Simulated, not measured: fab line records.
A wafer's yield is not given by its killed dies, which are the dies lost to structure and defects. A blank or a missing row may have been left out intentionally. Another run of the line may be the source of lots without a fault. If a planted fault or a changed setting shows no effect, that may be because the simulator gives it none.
fab line records -- flow nand-harc -- part 2 of 2: steps 25 to 37 of 37
record lots=5, wafers=15, last-day=31
route steps=1302 shown P_ZERO_WELL@38 P_STI@69
lots that met no fault: from a run of the same line without faults
start-h: start of the lot's first displayed wafer, in hours after the record's first day -- wait-h: time in hours since the lot's previous step -- " unchanged from the row above -- L1.1+2: one row covering several wafers at once -- - no value present, or no start provided -- * or withheld: withheld -- < > ~ a bound
route shown NAME@n: NAME is a module with steps in the file, n the number in the route of the first one -- usual: average and standard deviation across the fault-free wafers -- same: alike in all rows -- chamber/n: place in a boat -- sites: each site's reading -- _std_site: how widely they spread, as a standard deviation -- _edge_site: inner sites' mean taken away from outer sites' mean -- radius-mm: for every site, how far away it sits from the centre of the wafer -- mask NAME#n: copy n -- behind: the tool/chamber that last shaped the wafer -- hold: why the lot went on hold/how many hours it stayed there/how the hold came to an end -- device: names the non-switching transistor (n, p or np) -- end of line: tests run on the same wafers once the route is complete -- a step given without rows: its recipe and nothing more -- killed: the dies lost at the first sort to structure and to defects; this is not the yield of the wafer -- map: per-die view of a wafer (x killed, . not killed, _ where there is no die)
set.NAME: the setting the step ran with; set.NAME@STEP: the setting that earlier step ran with -- model.NAME: the simulator's own value behind a step, which no gauge read
lots at some steps of the route; a table a step, a row a wafer
services: from which hour (start-h, from the record's first day; less than 0 if before it) a tool's chamber was out of use, for how many hours, and why
## steps
# step NHARC_P_ZERO_WELL_IMPLANT_55
# recipe energy-kev=180, dose-cm2=8e+11, tilt-deg=7
# usual beam-energy-keV=179.99/0.055, dose-ions-cm2=8.001e+11/8.9e+08
lot.wafer,tool,chamber,start-h,wait-h,beam-energy-keV,dose-ions-cm2
L076.3,implanter-01,0,47.23,0.2,179.98,8.008e+11
L076.4,implanter-01,0,47.23,0.2,179.97,8.008e+11
L076.6,implanter-01,0,47.23,0.2,180.02,7.996e+11
L081.1,implanter-01,0,96.23,0.1,179.99,7.979e+11
L081.3,implanter-01,0,96.23,0.1,180.07,7.982e+11
L081.4,implanter-01,0,96.23,0.1,179.93,7.996e+11
L082.3,implanter-02,0,106.01,0.2,180.04,8.015e+11
L082.5,implanter-02,0,106.01,0.2,180.03,7.999e+11
L082.6,implanter-02,0,106.01,0.2,180.02,8.005e+11
L087.2,implanter-01,0,156.21,0.2,180.06,7.988e+11
L087.3,implanter-01,0,156.21,0.2,180.04,8.011e+11
L087.4,implanter-01,0,156.21,0.2,180.02,7.994e+11
L092.2,implanter-02,0,205.93,0.2,180.00,7.996e+11
L092.5,implanter-02,0,205.93,0.2,179.99,7.993e+11
L092.6,implanter-02,0,205.93,0.2,179.89,7.983e+11
# step NHARC_P_ZERO_WELL_IMPLANT_61
# recipe energy-kev=30, dose-cm2=5e+11, tilt-deg=7
# usual beam-energy-keV=30.002/0.0085, dose-ions-cm2=4.999e+11/6.8e+08
lot.wafer,tool,chamber,start-h,wait-h,beam-energy-keV,dose-ions-cm2
L076.3,implanter-01,0,47.41,0.2,29.986,4.997e+11
L076.4,implanter-01,0,47.41,0.2,29.998,4.988e+11
L076.6,implanter-01,0,47.41,0.2,29.993,4.996e+11
L081.1,implanter-01,0,96.41,0.1,30.014,4.991e+11
L081.3,implanter-01,0,96.41,0.1,30.006,4.99e+11
L081.4,implanter-01,0,96.41,0.1,29.994,4.987e+11
L082.3,implanter-02,0,106.19,0.2,30.008,4.994e+11
L082.5,implanter-02,0,106.19,0.2,30.018,4.992e+11
L082.6,implanter-02,0,106.19,0.2,30.001,4.99e+11
L087.2,implanter-01,0,156.39,0.1,30.002,4.995e+11
L087.3,implanter-01,0,156.39,0.1,30.001,4.998e+11
L087.4,implanter-01,0,156.39,0.1,30.006,5.001e+11
L092.2,implanter-02,0,206.12,0.2,30.002,5.003e+11
L092.5,implanter-02,0,206.12,0.2,29.996,4.986e+11
L092.6,implanter-02,0,206.12,0.2,30.002,4.996e+11
# step NHARC_P_ZERO_WELL_STRIP_56
# recipe time-s=840, temp-c=130, chemistry=SPM
lot.wafer,tool,chamber,start-h,wait-h
L076.4+3+6,wet-bench-07,"5,6,7",47.59,0.1
L081.4+3+1,wet-bench-07,"4,6,0",96.63,0.1
L082.5+6+3,wet-bench-05,"5,7,0",106.36,0.1
L087.3+4+2,wet-bench-05,"0,1,2",156.57,0.1
L092.5+6+2,wet-bench-07,"6,2,3",206.30,0.1
# step NHARC_P_ZERO_WELL_PRECLEAN_68
# recipe time-s=60, temp-c=50, bath-age-min=0, chemistry=SC1
lot.wafer,tool,chamber,start-h,wait-h
L076.4+3+6,wet-bench-07,"5,6,7",-,-
L081.4+3+1,wet-bench-07,"4,6,0",-,-
L082.5+6+3,wet-bench-05,"5,7,0",-,-
L087.3+4+2,wet-bench-05,"0,1,2",-,-
L092.5+6+2,wet-bench-07,"6,2,3",-,-
# step NHARC_P_ZERO_WELL_SRD_69
lot.wafer,tool,chamber,start-h,wait-h
L076.4+3+6,wet-bench-07,"5,6,7",-,-
L081.4+3+1,wet-bench-07,"4,6,0",-,-
L082.5+6+3,wet-bench-05,"5,7,0",-,-
L087.3+4+2,wet-bench-05,"0,1,2",-,-
L092.5+6+2,wet-bench-07,"6,2,3",-,-
# step NHARC_P_ZERO_WELL_RTA_42
# recipe temp-c=1100, time-s=300
# usual lamp-power-pct=40.4/2.8, wafer_temp_C_max=1105.1/2.5
lot.wafer,tool,chamber,start-h,wait-h,lamp-power-pct,wafer_temp_C_max
L076.3,rtp-anneal-01,0,48.22,-,38.0,1103.5
L076.4,rtp-anneal-01,0,48.22,-,38.0,1102.1
L076.6,rtp-anneal-01,0,48.22,-,38.0,1103.1
L081.1,rtp-anneal-01,0,97.06,-,38.0,1103.1
L081.3,rtp-anneal-01,0,97.06,-,37.9,1101.5
L081.4,rtp-anneal-01,0,97.06,-,38.0,1102.4
L082.3,rtp-anneal-01,0,107.00,-,38.0,1102.7
L082.5,rtp-anneal-01,0,107.00,-,38.0,1104.0
L082.6,rtp-anneal-01,0,107.00,-,38.0,1104.2
L087.2,rtp-anneal-01,0,157.11,-,38.0,1103.4
L087.3,rtp-anneal-01,0,157.11,-,38.0,1103.4
L087.4,rtp-anneal-01,0,157.11,-,38.1,1103.2
L092.2,rtp-anneal-02,0,206.85,-,43.7,1108.1
L092.5,rtp-anneal-02,0,206.85,-,43.6,1107.9
L092.6,rtp-anneal-02,0,206.85,-,43.7,1106.6
# step NHARC_P_ZERO_WELL_INSPECT_43
# usual raw-defect-count=13/6.6
lot.wafer,tool,chamber,start-h,wait-h,raw-defect-count
L076.3,defect-inspect-01,-,48.68,0.4,24
L076.4,defect-inspect-01,-,48.68,0.4,21
L076.6,defect-inspect-01,-,48.68,0.4,13
L081.1,defect-inspect-02,-,97.73,0.6,22
L081.3,defect-inspect-02,-,97.73,0.6,8
L081.4,defect-inspect-02,-,97.73,0.6,8
L082.3,defect-inspect-01,-,107.47,0.4,10
L082.5,defect-inspect-01,-,107.47,0.4,9
L082.6,defect-inspect-01,-,107.47,0.4,19
L087.2,defect-inspect-02,-,157.68,0.5,15
L087.3,defect-inspect-02,-,157.68,0.5,5
L087.4,defect-inspect-02,-,157.68,0.5,25
L092.2,defect-inspect-02,-,207.42,0.5,12
L092.5,defect-inspect-02,-,207.42,0.5,5
L092.6,defect-inspect-02,-,207.42,0.5,17
# step NHARC_P_STI_ETCH_26
# recipe target-depth-a=110, chemistry=dHF, material=SiO2
lot.wafer,tool,chamber,start-h,wait-h
L076.3+6+4,wet-bench-04,"6,1,2",48.73,0.0
L081.1+3+4,wet-bench-02,"7,0,1",97.81,0.1
L082.3+6+5,wet-bench-04,"1,2,6",107.52,0.0
L087.3+4+2,wet-bench-01,"1,3,6",157.73,0.0
L092.5+6+2,wet-bench-01,"5,7,1",207.47,0.0
# step NHARC_P_STI_PRECLEAN_27
# recipe time-s=*, temp-c=50, bath-age-min=0, chemistry=SC1
lot.wafer,tool,chamber,start-h,wait-h
L076.3+6+4,wet-bench-04,"6,1,2",48.86,0.1
L081.1+3+4,wet-bench-02,"7,0,1",97.86,0.0
L082.3+6+5,wet-bench-04,"1,2,6",107.58,0.1
L087.3+4+2,wet-bench-01,"1,3,6",157.80,0.1
L092.5+6+2,wet-bench-01,"5,7,1",207.54,0.1
# step NHARC_P_STI_SRD_28
lot.wafer,tool,chamber,start-h,wait-h
L076.3+6+4,wet-bench-04,"6,1,2",-,-
L081.1+3+4,wet-bench-02,"7,0,1",-,-
L082.3+6+5,wet-bench-04,"1,2,6",-,-
L087.3+4+2,wet-bench-01,"1,3,6",-,-
L092.5+6+2,wet-bench-01,"5,7,1",-,-
# step NHARC_P_STI_OXIDE_29
# recipe target-thk-a=100, temp-c=900, ox-time-s=1362, material=SiO2
# usual spike-tc-centre-C=900.6/1.3
lot.wafer,tool,chamber,start-h,wait-h,spike-tc-centre-C
L076.3,furnace-01,0,53.86,-,902.1
L076.4,furnace-01,0,53.86,-,901.9
L076.6,furnace-01,0,53.86,-,902.3
L081.1,furnace-06,0,103.17,-,899.2
L081.3,furnace-06,0,103.17,-,899.7
L081.4,furnace-06,0,103.17,-,899.2
L082.3,furnace-04,0,114.81,-,898.2
L082.5,furnace-04,0,114.81,-,898.1
L082.6,furnace-04,0,114.81,-,898.3
L087.2,furnace-06,0,162.18,-,899.1
L087.3,furnace-06,0,162.18,-,902.4
L087.4,furnace-06,0,162.18,-,900.2
L092.2,furnace-04,0,213.19,-,899.4
L092.5,furnace-04,0,213.19,-,901.1
L092.6,furnace-04,0,213.19,-,900.5
# step NHARC_P_STI_HM_DEP_30
# recipe target-thk-a=800, temp-c=790, pressure-mtorr=300, time-s=873, material=Si3N4
# usual spike-tc-centre-C=790.2/1.4
lot.wafer,tool,chamber,start-h,wait-h,spike-tc-centre-C
L076.3,lpcvd-02,1,61.04,3.5,790.1
L076.4,lpcvd-02,1,61.04,3.5,790.7
L076.6,lpcvd-02,1,61.04,3.5,790.2
L081.1,lpcvd-01,1,110.38,3.5,790.3
L081.3,lpcvd-01,1,110.38,3.5,790.1
L081.4,lpcvd-01,1,110.38,3.5,791.3
L082.3,lpcvd-02,0,121.97,3.5,793.0
L082.5,lpcvd-02,0,121.97,3.5,790.5
L082.6,lpcvd-02,0,121.97,3.5,791.4
L087.2,lpcvd-01,0,169.33,3.5,788.4
L087.3,lpcvd-01,0,169.33,3.5,789.7
L087.4,lpcvd-01,0,169.33,3.5,790.3
L092.2,lpcvd-02,0,220.35,3.5,793.9
L092.5,lpcvd-02,0,220.35,3.5,789.5
L092.6,lpcvd-02,0,220.35,3.5,791.6
# step NHARC_P_STI_DEHYDRATE_01
# recipe temp-c=150, time-s=120
# usual chill-plate-temp-C=23.01/0.097
lot.wafer,tool,chamber,start-h,wait-h,chill-plate-temp-C
L076.3,litho-track-05,0,64.64,0.4,23.01
L076.4,litho-track-05,0,64.64,0.4,23.13
L076.6,litho-track-05,0,64.64,0.4,23.05
L081.1,litho-track-03,0,114.03,0.4,23.23
L081.3,litho-track-03,0,114.03,0.4,23.11
L081.4,litho-track-03,0,114.03,0.4,23.15
L082.3,litho-track-03,0,125.64,0.4,22.93
L082.5,litho-track-03,0,125.64,0.4,23.07
L082.6,litho-track-03,0,125.64,0.4,23.02
L087.2,litho-track-03,0,172.99,0.4,23.02
L087.3,litho-track-03,0,172.99,0.4,23.05
L087.4,litho-track-03,0,172.99,0.4,23.05
L092.2,litho-track-02,0,224.06,0.4,23.06
L092.5,litho-track-02,0,224.06,0.4,23.09
L092.6,litho-track-02,0,224.06,0.4,22.96
## services
tool,chamber,start-h,hours,kind
wet-bench-02,-,31.21,1.5,repair
rie-diel-07,0,32.11,11.8,repair
rie-diel-10,0,45.63,9.8,repair
wet-bench-04,-,51.20,8.0,pm
krf-scanner-03,-,52.00,4.0,pm
litho-track-02,-,52.00,7.0,pm
implanter-01,-,53.54,6.5,repair
lpcvd-02,-,58.55,1.5,repair
litho-track-07,-,76.00,7.0,pm
wet-bench-05,-,84.80,8.0,pm
implanter-01,-,94.01,1.9,repair
litho-track-03,-,100.00,7.0,pm
rie-diel-07,2,100.78,15.0,repair
wet-bench-01,-,101.60,8.0,pm
rie-diel-07,-,118.53,9.0,pm
wet-bench-05,-,128.87,1.6,repair
krf-scanner-04,-,142.36,0.7,repair
implanter-02,-,146.00,13.0,pm
wet-bench-07,-,160.00,8.0,pm
implanter-01,-,167.87,3.8,repair
krf-scanner-04,-,182.00,4.0,pm
implanter-01,-,188.43,1.9,repair
implanter-01,-,196.87,2.0,repair
wet-bench-01,-,200.56,3.2,repair
